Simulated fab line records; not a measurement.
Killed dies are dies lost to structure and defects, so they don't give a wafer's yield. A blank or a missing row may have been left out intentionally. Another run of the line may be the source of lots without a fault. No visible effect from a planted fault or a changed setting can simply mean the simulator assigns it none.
fab line records	flow n5-finfet
[record] lots = 9	wafers = 27	last-day = 18
route steps=1938 shown ILD0@340 SDB@358 BEOL_M4@1111
lots with no fault: from the same line, run without faults
start-h: hours from the record's opening day to when the first of the lot's shown wafers began	wait-h: hours since the lot's step before	" as in the row above	L1.1+2: one row covering several wafers at once	- no value present, or no start provided	* or withheld: withheld	< > ~ a bound
route shown NAME@n: a module of which the file shows steps, and the number in the route of the first	usual: the fault-free wafers' mean and standard deviation	same: alike in all rows	chamber/n: place in a boat	sites: per-site readings	_std_site: their standard deviation	_edge_site: the outer-site mean with the inner-site mean subtracted	radius-mm: for every site, how far away it sits from the centre of the wafer	mask NAME#n: copy n	behind: tool/chamber where the wafer was last shaped	hold: why the lot went on hold/how many hours it stayed there/how the hold came to an end	device: the n, p or np transistor that did not switch	end of line: the route-end tests of the same wafers	a step with no rows: only its recipe	killed: not the wafer's yield, but the dies lost to structure and defects at the first sort	map: a wafer's dies, x killed, . not, _ none there
set.NAME: the setting as run; set.NAME@STEP: as run at that earlier step	model.NAME: the simulator's own value behind a step, which no gauge read
a sample of lots followed through the steps of the route, with each step as a table and each wafer as a row
services: when a tool's chamber went out of use (start-h, in hours from the record's first day, below 0 if earlier), for how many hours, and the reason
[[steps]]
[step N5_ILD0_CMP_07]
[recipe] stop-on = poly-Si	material = SiO2_flowable	t-overpolish-s = 1.18	post-cmp-clean = alkaline-brush	down-force-psi = 4.1491	platen-rpm = 51.796	pad-velocity-m-s = 1.0306	target-thk-nm = 138.88
[usual] motor-current-A = 12.2/1.3	pad-life-wafers = 1102/630
lot.wafer	tool	chamber	start-h	wait-h	motor-current-A	pad-life-wafers
L720.1	cmp-02	2	62.00	0.1	13.9	776
L720.5	"	0	"	"	11.1	-
L720.6	"	1	"	"	14.1	-
L721.4	cmp-02	3	69.17	0.1	11.4	829
L721.3	"	1	"	"	13.1	831
L721.6	"	3	"	"	11.3	-
L732.1	cmp-02	0	138.16	0.0	10.8	1416
L732.3	"	1	"	"	13.2	1417
L732.4	"	2	"	"	13.5	1418
L735.3	cmp-02	0	151.48	0.0	11.2	1530
L735.2	"	1	"	"	12.8	1531
L735.5	"	1	"	"	13.0	-
L737.2	cmp-01	1	164.06	0.1	10.4	381
L737.6	"	2	"	"	10.6	-
L737.5	"	3	"	"	12.2	-
L738.2	cmp-02	2	170.11	0.2	14.6	1644
L738.1	"	0	"	"	10.7	1646
L738.5	"	3	"	"	11.8	-
L739.4	cmp-02	0	178.34	0.1	10.5	1730
L739.3	"	1	"	"	13.9	1731
L739.6	"	3	"	"	11.3	-
L742.3	cmp-02	3	194.20	0.0	11.7	1860
L742.4	"	0	"	"	11.2	1861
L742.2	"	1	"	"	13.4	1862
L743.1	cmp-02	2	205.30	0.0	13.8	1932
L743.3	"	3	"	"	11.7	1933
L743.6	"	2	"	"	13.9	-
[step N5_SDB_INSPECT_13]
[recipe] mode = adi	inspect-instrument = brightfield
[usual] raw-defect-count = 93/47
lot.wafer	tool	chamber	start-h	wait-h	raw-defect-count
L720.1	defect-inspect-01	-	65.88	0.0	207
L720.5	"	-	"	"	173
L720.6	"	-	"	"	179
L721.3	defect-inspect-01	-	73.09	0.0	69
L721.4	"	-	"	"	76
L721.6	"	-	"	"	67
L732.1	defect-inspect-02	-	142.11	0.0	88
L732.3	"	-	"	"	104
L732.4	"	-	"	"	100
L735.2	defect-inspect-02	-	155.56	0.0	64
L735.3	"	-	"	"	58
L735.5	"	-	"	"	40
L737.2	defect-inspect-01	-	168.34	0.0	137
L737.5	"	-	"	"	142
L737.6	"	-	"	"	105
L738.1	defect-inspect-01	-	174.15	0.0	190
L738.2	"	-	"	"	114
L738.5	"	-	"	"	90
L739.3	defect-inspect-01	-	182.22	0.0	233
L739.4	"	-	"	"	326
L739.6	"	-	"	"	214
L742.2	defect-inspect-01	-	198.15	0.0	95
L742.3	"	-	"	"	124
L742.4	"	-	"	"	114
L743.1	defect-inspect-02	-	209.52	0.0	86
L743.3	"	-	"	"	96
L743.6	"	-	"	"	71
[step N5_SDB_ETCH_17]
[recipe] chemistry = CF4	target = SiARC	target-depth-a = 234	mask-material = CAR-ArF	time-s = 39	ion-energy-ev = 80	pressure-mtorr = 40	source-w = 545	bias-w = 36	Ar_flow_sccm = 100	cf4-flow-sccm = 100	ends = cleared
[usual] drypump-motor-current-A = 5.5/0.42	etch-rf-on-time-s = 39.1/1.2	oes-product-au = 0.68/0.082	rf-fwd-power-W = 534.8/2.9	rf-vpp-V = 184.2/1.3	showerhead-plenum-p-Torr = 2.16/0.079	throttle-valve-pct = 15.64/0.29
lot.wafer	tool	chamber	start-h	wait-h	drypump-motor-current-A	etch-rf-on-time-s	oes-product-au	rf-fwd-power-W	rf-hours-counter-h	rf-vpp-V	showerhead-plenum-p-Torr	throttle-valve-pct
L720.1	rie-diel-05	1	65.95	0.0	5.6	39.1	0.73	532.2	71	182.8	2.09	15.60
L720.5	"	3	"	"	6.3	38.8	0.60	536.7	-	185.0	2.13	15.66
L720.6	"	1	"	"	5.5	39.1	0.72	530.1	-	185.5	2.09	15.62
L721.3	rie-diel-01	1	73.15	0.0	5.0	38.7	0.62	535.9	182	185.9	2.22	15.93
L721.4	"	0	"	"	5.8	41.4	0.57	531.7	221	183.1	2.21	15.93
L721.6	"	1	"	"	5.0	38.7	0.62	536.0	-	185.1	2.22	15.92
L732.1	rie-diel-01	2	142.18	0.0	5.9	40.1	0.59	532.7	248	181.7	2.03	16.11
L732.3	"	1	"	"	5.0	38.3	0.61	536.3	207	186.0	2.22	15.98
L732.4	"	2	"	"	5.9	29.9	0.70	530.2	-	183.9	2.03	16.10
L735.2	rie-diel-03	0	156.07	0.0	5.5	39.8	0.62	535.6	174	183.6	2.05	16.00
L735.3	"	2	"	"	6.0	36.8	0.79	535.3	29	185.0	2.27	15.26
L735.5	"	1	"	"	5.0	37.9	0.60	531.3	-	183.6	2.03	15.92
L737.2	rie-diel-05	0	168.42	0.0	4.7	38.1	0.75	539.2	37	184.7	2.19	15.33
L737.5	"	1	"	"	5.6	39.5	0.67	534.7	-	183.7	2.07	15.69
L737.6	"	0	"	"	4.7	38.5	0.75	539.0	-	184.5	2.19	15.32
L738.1	rie-diel-05	0	174.22	0.0	4.7	38.3	0.76	536.0	39	184.3	2.19	15.34
L738.2	"	1	"	"	5.6	39.2	0.67	531.8	115	182.3	2.07	15.70
L738.5	"	0	"	"	4.7	38.4	0.75	537.6	-	184.8	2.19	15.32
L739.3	rie-diel-03	0	182.29	0.0	5.5	40.5	0.61	535.4	184	182.5	2.05	16.02
L739.4	"	1	"	"	5.0	37.3	0.86	533.4	0	184.8	2.28	15.43
L739.6	"	3	"	"	5.4	42.0	0.66	534.4	-	185.5	2.25	15.52
L742.2	rie-diel-03	3	198.22	0.0	5.5	40.8	0.67	535.2	92	185.1	2.24	15.52
L742.3	"	0	"	"	5.5	40.2	0.61	535.3	189	183.3	2.05	16.05
L742.4	"	2	"	"	6.0	37.0	0.76	536.3	45	185.4	2.26	15.31
L743.1	rie-diel-01	3	209.59	0.0	5.6	39.8	0.65	532.9	121	185.8	2.14	15.38
L743.3	"	0	"	"	5.8	39.7	0.78	532.9	20	184.0	2.19	15.55
L743.6	"	3	"	"	5.6	40.1	0.65	531.2	-	184.3	2.14	15.39
[step N5_SDB_HM_OPEN_20]
[recipe] chemistry = CH3F/O2	target = SiNx	mask-material = SOC	target-depth-a = 240	stop-on = poly-Si	over-etch-frac = 0.4	ion-energy-ev = 120	pressure-mtorr = 30	source-w = 395	bias-w = 73	Ar_flow_sccm = 150	CH3F_flow_sccm = 30	O2_flow_sccm = 20
[usual] CH3F_flow_sccm = 30.00/0.092	drypump-motor-current-A = 5.5/0.42	oes_ar_750_au = 0.79/0.091	oes-product-au = 0.65/0.074	rf-fwd-power-W = 392.3/1.3	rf-vpp-V = 298/9.4	showerhead-plenum-p-Torr = 2.02/0.081	throttle-valve-pct = 16.40/0.28
lot.wafer	tool	chamber	start-h	wait-h	CH3F_flow_sccm	drypump-motor-current-A	oes_ar_750_au	oes-product-au	rf-fwd-power-W	rf-hours-counter-h	rf-vpp-V	showerhead-plenum-p-Torr	throttle-valve-pct
L720.1	rie-diel-05	1	66.14	0.0	29.96	5.6	0.84	0.70	392.7	71	313	1.94	16.27
L720.5	"	3	"	"	30.13	6.3	0.71	0.59	391.0	-	307	2.00	16.46
L720.6	"	1	"	"	30.05	5.6	0.83	0.70	392.6	-	316	1.94	16.27
L721.3	rie-diel-01	1	73.35	0.0	29.89	5.0	0.73	0.58	392.5	182	284	2.08	16.63
L721.4	"	0	"	"	29.82	5.8	0.68	0.57	390.9	221	294	2.08	16.76
L721.6	"	1	"	"	29.91	5.0	0.73	0.60	391.9	-	284	2.08	16.67
L732.1	rie-diel-01	2	142.37	0.0	30.00	5.9	0.70	0.56	390.9	248	288	1.90	16.87
L732.3	"	1	"	"	30.05	5.0	0.71	0.57	393.7	207	285	2.07	16.69
L732.4	"	2	"	"	29.94	5.9	0.70	0.58	391.2	-	289	1.90	16.89
L735.2	rie-diel-03	0	156.27	0.0	30.03	5.5	0.71	0.59	393.0	174	296	1.92	16.79
L735.3	"	2	"	"	30.14	6.0	0.90	0.72	393.4	29	306	2.14	16.09
L735.5	"	1	"	"	29.97	5.1	0.70	0.57	391.2	-	296	1.89	16.64
L737.2	rie-diel-05	0	168.61	0.0	30.10	4.7	0.88	0.71	393.4	37	289	2.05	16.10
L737.5	"	1	"	"	30.04	5.6	0.79	0.66	392.5	-	314	1.92	16.35
L737.6	"	0	"	"	30.08	4.7	0.88	0.71	394.8	-	292	2.05	16.10
L738.1	rie-diel-05	0	174.41	0.0	30.02	4.7	0.88	0.71	393.1	39	292	2.05	16.08
L738.2	"	1	"	"	30.10	5.6	0.78	0.66	393.2	115	314	1.92	16.34
L738.5	"	0	"	"	29.89	4.7	0.87	0.74	395.2	-	291	2.05	16.10
L739.3	rie-diel-03	0	182.48	0.0	29.94	5.5	0.71	0.59	391.6	184	294	1.91	16.82
L739.4	"	1	"	"	30.04	5.1	1.00	0.79	392.2	0	303	2.14	16.19
L739.6	"	3	"	"	30.09	5.4	0.79	0.68	392.9	-	308	2.11	16.28
L742.2	rie-diel-03	3	198.42	0.0	29.96	5.4	0.79	0.64	390.9	92	308	2.11	16.32
L742.3	"	0	"	"	29.97	5.5	0.71	0.58	393.1	189	296	1.91	16.82
L742.4	"	2	"	"	30.08	6.0	0.87	0.71	391.8	45	306	2.13	16.12
L743.1	rie-diel-01	3	209.78	0.0	29.87	5.6	0.76	0.62	392.2	121	302	2.01	16.14
L743.3	"	0	"	"	30.11	5.8	0.90	0.73	394.0	20	293	2.06	16.35
L743.6	"	3	"	"	29.92	5.5	0.77	0.64	392.2	-	302	2.01	16.17
[step N5_BEOL_M4_RC_MEAS_101]
[usual] DIBL_N = 37.5/2.5	DIBL_P = 38/3.1	IOFF_N = 0.19/0.059	IOFF_P = 0.24/0.061	ION_N = 679/16	ION_P = 465/9.8	SS_N = 72.0/0.8	SS_P = 73.7/0.86	VT_N = 248/4.5	VT_P = -249/3.5
lot.wafer	tool	chamber	start-h	wait-h	DIBL_N[mV/V]	DIBL_P[mV/V]	IOFF_N[nA/um]	IOFF_P[nA/um]	ION_N[uA/um]	ION_P[uA/um]	SS_N[mV/dec]	SS_P[mV/dec]	VT_N[mV]	VT_P[mV]
L720.1	prober-02	0	163.35	0.0	34.1	36	0.12	0.20	659	459	70.6	72.8	254	-249
L720.5	"	0	"	"	37.8	37	0.18	0.22	678	466	72.3	73.5	251	-250
L720.6	"	0	"	"	39.7	40	0.23	0.27	679	459	72.7	74.2	248	-245
L721.3	prober-02	0	170.07	0.3	37.3	38	0.18	0.23	677	459	72.0	73.5	250	-250
L721.4	"	0	"	"	37.3	40	0.19	0.27	675	465	72.5	74.2	248	-248
L721.6	"	0	"	"	37.4	38	0.18	0.22	676	460	72.6	73.8	255	-252
L732.1	prober-02	0	253.23	0.0	35.6	35	0.15	0.17	660	448	71.4	73.2	250	-255
L732.3	"	0	"	"	34.5	34	0.14	0.17	672	453	71.0	72.5	248	-255
L732.4	"	0	"	"	37.2	38	0.18	0.22	678	450	71.9	73.9	246	-250
L735.2	prober-01	0	258.22	0.2	39.9	42	0.28	0.31	702	470	72.3	74.8	242	-245
L735.3	"	0	"	"	39.4	43	0.25	0.32	690	468	71.7	75.0	246	-244
L735.5	"	0	"	"	39.4	43	0.26	0.32	686	470	72.6	74.6	243	-246
L737.2	prober-01	0	283.52	0.2	40.7	41	0.24	0.26	697	471	72.1	74.2	243	-248
L737.5	"	0	"	"	38.4	37	0.19	0.20	664	453	72.4	73.8	251	-255
L737.6	"	0	"	"	34.4	34	0.12	0.16	658	449	71.9	72.4	255	-254
L738.1	prober-02	0	284.19	0.0	34.5	35	0.14	0.21	668	462	70.9	73.5	249	-249
L738.2	"	0	"	"	36.0	35	0.14	0.20	668	459	71.2	73.8	251	-250
L738.5	"	0	"	"	39.9	40	0.24	0.28	696	475	71.8	74.1	244	-246
L739.3	prober-02	0	288.15	0.3	37.6	37	0.19	0.24	683	463	72.1	73.9	249	-249
L739.4	"	0	"	"	35.7	34	0.16	0.21	667	462	71.5	73.3	249	-250
L739.6	"	0	"	"	37.4	36	0.20	0.24	685	466	72.0	73.8	244	-250
L742.2	prober-02	0	312.12	0.2	37.5	39	0.18	0.22	679	466	72.5	73.7	251	-252
L742.3	"	0	"	"	34.7	35	0.13	0.17	673	459	71.5	73.4	254	-252
L742.4	"	0	"	"	37.5	40	0.19	0.26	677	463	72.1	74.5	248	-249
L743.1	prober-02	0	317.13	0.0	36.5	37	0.18	0.22	681	462	72.6	73.0	250	-249
L743.3	"	0	"	"	36.5	39	0.19	0.27	690	476	72.7	74.0	247	-247
L743.6	"	0	"	"	36.0	37	0.15	0.20	677	461	72.3	73.7	253	-253
[[services]]
tool	chamber	start-h	hours	kind
rie-diel-01	3	40.19	5.7	repair
rie-diel-03	2	48.02	-	clean
rie-diel-03	2	48.02	-	consumable-replace:focus-ring
rie-diel-03	2	48.02	-	consumable-replace:showerhead
rie-diel-03	2	48.02	15.1	scheduled-down
rie-diel-01	-	51.33	2.8	pm
cmp-01	-	51.62	2.9	repair
rie-diel-03	-	57.49	2.8	pm
rie-diel-05	2	79.97	7.6	repair
rie-diel-01	3	91.95	1.8	repair
cmp-02	-	100.91	0.9	repair
rie-diel-03	3	102.94	20.2	repair
rie-diel-03	2	110.03	1.3	repair
cmp-01	-	113.30	4.0	pm
rie-diel-03	-	114.49	14.6	pm
cmp-01	-	119.88	1.6	repair
cmp-02	-	120.40	0.7	repair
rie-diel-01	3	120.80	2.2	repair
rie-diel-01	1	123.00	5.2	repair
cmp-02	-	133.65	3.4	pm
cmp-02	-	154.38	4.4	repair
rie-diel-03	0	167.94	1.8	repair
cmp-01	-	200.65	0.3	repair
cmp-01	-	203.69	1.4	repair
[[key]]
[first-sign] step = N5_SDB_ETCH_17	reading = etch-rf-on-time-s	direction = down	sigmas = 7.9	usual = *	struck = *
effect none on later readings
met-at N5_SDB_ETCH_17
struck-lots L732
struck-wafers L732.4
not-acting-at N5_ILD0_CMP_07,N5_SDB_INSPECT_13,N5_SDB_HM_OPEN_20
onset-between 73.15 142.18
[fault] kind = process-parameter-drift	tool = rie-diel-01	chamber = -	onset-h = 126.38	steps = N5_SDB_ETCH_17	channel = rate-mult	offset = 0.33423	shape = step	end-h = 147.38	scope = struck-wafers-only
